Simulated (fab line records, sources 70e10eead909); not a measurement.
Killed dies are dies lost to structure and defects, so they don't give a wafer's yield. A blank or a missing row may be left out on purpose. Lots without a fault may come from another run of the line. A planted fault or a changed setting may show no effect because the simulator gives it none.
Chamber matching | flow nand_harc | NHARC_A_CHANNEL_FILL_D1_ETCHBACK_20 on rie_diel-03: 4 sister chambers
The step etches the open film in C4F8/O2/Ar, target depth 27 nm, time 13.5 s. 14 wafers are shown with their chamber, then 7 later ones without.

WAFERS WITH THEIR CHAMBER
wafer  | chamber | rf_vpp_V (V) | oes_product_au (a.u.)
L830.1 | 3       | 974          | 0.92
L830.5 | 2       | 980          | 0.91
L830.6 | 3       | 973          | 0.92
L842.2 | 1       | 978          | 1.01
L842.4 | 0       | 974          | 1.00
L842.6 | 1       | 981          | 1.00
L845.2 | 3       | 973          | 0.98
L845.3 | 2       | 978          | 0.96
L845.6 | 3       | 974          | 0.97
L847.1 | 2       | 977          | 0.93
L847.3 | 3       | 974          | 0.92
L847.4 | 3       | 976          | 0.94
L848.2 | 3       | 975          | 0.93
L848.5 | 1       | 980          | 0.92

SIGNATURES (means of the wafers above)
reading        | chamber 0 | chamber 1 | chamber 2 | chamber 3 | scatter within a chamber
rf_vpp_V       | 974.00    | 979.67    | 978.33    | 974.14    | 1.27
oes_product_au | 1.0000    | 0.9767    | 0.9333    | 0.9400    | 0.0315
Rule: a wafer's distance from a chamber is the root of the sum, over the readings, of the square of ((its reading less the chamber's mean) divided by the reading's scatter). The wafer belongs to the nearest chamber; if the next one is less than 2 further off, it can't be placed. The scatter: the root of (the sum of the squares of (reading less its chamber's mean) over the shown wafers, divided by (wafers less chambers)).

WAFERS WITHOUT THEIR CHAMBER
wafer  | rf_vpp_V (V) | oes_product_au (a.u.)
L848.6 | 973          | 0.91
L849.1 | 978          | 0.93
L849.2 | 975          | 0.94
L849.5 | 978          | 0.92
L851.1 | 974          | 0.93
L851.2 | 980          | 0.93
L851.6 | 978          | 0.92

WHICH CHAMBER EACH WENT THROUGH
wafer  | from the rows above          | in truth
L848.6 | can't be placed: 3 or 0      | 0
L849.1 | can't be placed: 2 or 1      | 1
L849.2 | can't be placed: 3 or 0 or 2 | 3
L849.5 | can't be placed: 2 or 1      | 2
L851.1 | can't be placed: 3 or 0      | 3
L851.2 | can't be placed: 2 or 1      | 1
L851.6 | can't be placed: 2 or 1      | 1
Placed correctly: 0 of 7. Can't be placed from these rows: 7 (the true chamber is among the candidates in 7). Placed wrongly: 0.
